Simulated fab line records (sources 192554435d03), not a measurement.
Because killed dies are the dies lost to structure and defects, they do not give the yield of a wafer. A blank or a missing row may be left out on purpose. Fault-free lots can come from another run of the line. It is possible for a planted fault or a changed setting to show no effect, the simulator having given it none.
Chamber matching	flow n5_finfet	4 sister chambers for N5_FIN_SAQP_STRIP_70 on rie_diel-05
The step strips in N2/H2. 4 wafers are shown with their chamber, then 10 later ones without.

## EACH WAFER AND ITS CHAMBER
wafer	chamber	showerhead_plenum_p_Torr (Torr)
L089.1	2	3.42
L089.6	3	3.15
L091.1	0	3.22
L091.4	1	3.34

## WAFERS WITHOUT THEIR CHAMBER
wafer	showerhead_plenum_p_Torr (Torr)
L091.5	3.34
L092.1	3.22
L092.3	3.41
L092.5	3.41
L093.3	3.41
L093.4	3.34
L093.6	3.41
L097.1	3.33
L097.4	3.14
L097.6	3.21

## CHAMBER TAKEN BY EACH
wafer	from the rows above	in truth
L091.5	1	1
L092.1	0	0
L092.3	2	2
L092.5	2	2
L093.3	2	2
L093.4	1	1
L093.6	2	2
L097.1	1	1
L097.4	3	3
L097.6	0	0
Correct placement for 10 of the 10. Can't be placed from these rows: 0. Wrongly placed: 0.
How it was worked out, from the rows above alone: a wafer's distance from a chamber is the root of the sum, over the readings, of the square of ((its reading less the chamber's mean) divided by the reading's scatter). The wafer belongs to the nearest chamber; if the next one is less than 2 further off, it can't be placed. Each chamber's mean is taken over the wafers shown for it. The scatter (one wafer shown for each chamber): square how far every hidden wafer sits from the nearest shown wafer, average those squares and take the square root.
